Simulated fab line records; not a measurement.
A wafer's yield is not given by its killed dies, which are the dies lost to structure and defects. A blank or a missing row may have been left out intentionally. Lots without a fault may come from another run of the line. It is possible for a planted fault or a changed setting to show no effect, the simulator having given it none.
2 desks looking at one fault    flow nandHarc    each desk has only its own numbers; what lay behind them comes last

== THE METROLOGY DESK ==
What the gauges read for every lot (on any tool): the sampled wafers with a number, averaged. If a lot's mean is further than 4 standard deviations from the usual mean, the lot is out of limits and carries the mark OUT (the distance appears in the brackets).
Columns: A = thkNm at NHARC_A_M0_THK_MEAS_24, usual 113.6 nm
lot   first seen here  A
L124  day 23 09:03     112.2
L127  day 24 01:18     114.5
L130  day 25 12:28     114.2
L131  day 25 16:11     113.5
L132  day 27 01:00     112.9
L139  day 28 21:14     112.2
L138  day 29 01:52     112.2
L142  day 30 09:25     112.6
L141  day 30 17:54     113.2
L145  day 31 02:43     113.3
L143  day 31 08:41     113.9
L144  day 31 09:24     111.4
L146  day 32 08:49     111.4
L147  day 32 23:13     112.7
Result from this desk: across the 14 lots, nothing is out of limits.

== FOR THE TOOL OWNER'S DESK: rieDiel-04 ==
The tool's own readings at NHARC_A_M1_ETCH_15 (etches the open film in C4F8/Ar, target depth 182.5 nm, time 91.2 s): means of the sampled wafers that have a number, for each lot that ran on this tool. If a lot's mean is further than 4 standard deviations from the usual mean, the lot is out of limits and carries the mark OUT (the distance appears in the brackets).
Columns: A = oesProductAu at NHARC_A_M1_ETCH_15, usual 0.945 a.u.; B = rfFwdPowerW at NHARC_A_M1_ETCH_15, usual 595.9 W; C = rfVppV at NHARC_A_M1_ETCH_15, usual 440.7 V
lot   first seen here  A                 B                C
L127  day 24 03:13     0.964             595.1            442.3
L130  day 25 14:22     0.829 (-5.0) OUT  499.1 (-48) OUT  442.7
L131  day 25 18:04     0.864             499.0 (-48) OUT  442.4
L139  day 28 23:10     0.946             596.0            442.6
L142  day 30 11:10     0.925             597.0            442.1
L145  day 31 04:38     0.966             597.7            441.5
L144  day 31 11:14     0.959             596.0            441.1
Finding of this desk: L130, L131 out of limits; the first was L130 at day 25 14:22, on oesProductAu at NHARC_A_M1_ETCH_15. Within limits: L127, L139, L142, L145, L144.

== PUT TOGETHER ==
At day 25 14:22, on L130, L131, the tool owner's desk was in a position to raise an alarm.
The metrology desk saw nothing out of limits.
The metrology desk holds a record of L130, L131, inside its limits.
All the named lots went through NHARC_A_M1_ETCH_15 on rieDiel-04.

== WHAT THE SIMULATOR HAD PUT IN ==
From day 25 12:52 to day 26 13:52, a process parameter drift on rieDiel-04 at NHARC_A_M1_ETCH_15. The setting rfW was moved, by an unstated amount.
Struck lots among those shown: L130, L131.
Time in hours from fault onset to the first out-of-limits reading at each desk: the tool owner's desk, 2.
